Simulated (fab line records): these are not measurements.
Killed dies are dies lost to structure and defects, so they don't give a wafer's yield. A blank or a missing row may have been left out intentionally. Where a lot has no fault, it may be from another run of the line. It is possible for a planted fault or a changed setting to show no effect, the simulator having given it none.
Chamber matching ; flow n5-finfet ; N5_BEOL_M8_PECVD_70 on pecvd-03: 3 sister chambers
The step deposits SiO2 from TEOS/O2, target thk 20 nm, time 22.7 s. 3 wafers are shown with their chamber, then 10 later ones without.

WAFERS, EACH WITH ITS CHAMBER
wafer;chamber;throttle-valve-pct (%)
L090.6;2;20.5
L089.3;0;21.8
L089.4;1;23.3

WAFERS MISSING THEIR CHAMBER
wafer;throttle-valve-pct (%)
L089.5;20.2
L094.2;20.2
L094.3;21.7
L094.6;23.2
L096.1;23.2
L096.2;21.8
L096.5;23.4
L095.1;20.6
L095.3;23.2
L095.5;21.9

THE CHAMBER EACH PASSED THROUGH
wafer;from the rows above;in truth
L089.5;2;2
L094.2;2;2
L094.3;0;0
L094.6;1;1
L096.1;1;1
L096.2;0;0
L096.5;1;1
L095.1;2;2
L095.3;1;1
L095.5;0;0
10 of 10 placed correctly. Can't be placed from these rows: 0. Placed wrongly: 0.
How it was worked out, from the rows above alone: a wafer's distance from a chamber is the root of the sum, over the readings, of the square of ((its reading less the chamber's mean) divided by the reading's scatter). The wafer belongs to the nearest chamber; if the next one is less than 2 further off, it can't be placed. For every chamber, the mean is computed from those of its wafers that are shown. The scatter: with one shown wafer a chamber, the root of the mean of the squares of how far each hidden wafer lies from its nearest shown one.
